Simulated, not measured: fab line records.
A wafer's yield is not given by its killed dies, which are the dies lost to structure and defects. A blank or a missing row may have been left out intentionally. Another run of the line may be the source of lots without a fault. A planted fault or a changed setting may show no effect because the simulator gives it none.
Matching of chambers	flow nand_harc	NHARC_P_M1_DEP_33 on pecvd-02: 3 sister chambers
The step deposits SiCN, target thk 30 nm. 6 wafers are shown with their chamber, then 7 later ones without.

== EACH WAFER AND ITS CHAMBER ==
wafer	chamber	heater_power_w (W)
L084.3	0	596
L089.1	2	360
L089.2	0	668
L089.6	2	351
L094.3	1	603
L094.4	1	613

== WAFERS WHOSE CHAMBER IS MISSING ==
wafer	heater_power_w (W)
L094.5	435
L093.2	559
L093.3	601
L093.5	598
L095.1	601
L095.2	371
L095.4	376

== WHICH CHAMBER EACH WENT THROUGH ==
wafer	from the rows above	in truth
L094.5	2	2
L093.2	can't be placed: 1 or 0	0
L093.3	can't be placed: 1 or 0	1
L093.5	can't be placed: 1 or 0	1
L095.1	can't be placed: 1 or 0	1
L095.2	2	2
L095.4	2	2
Placed correctly: 3 of 7. Can't be placed from these rows: 4 (the true chamber is among the candidates in 4). Number placed wrongly: 0.
How it was worked out, from the rows above alone: a wafer's distance from a chamber is the root of the sum, over the readings, of the square of ((its reading less the chamber's mean) divided by the reading's scatter). The wafer belongs to the nearest chamber; if the next one is less than 2 further off, it can't be placed. The mean given for a chamber averages the wafers shown for that chamber. The scatter is the square root of a quotient: the sum, over the shown wafers, of each reading's squared deviation from its chamber's mean, divided by wafers minus chambers.
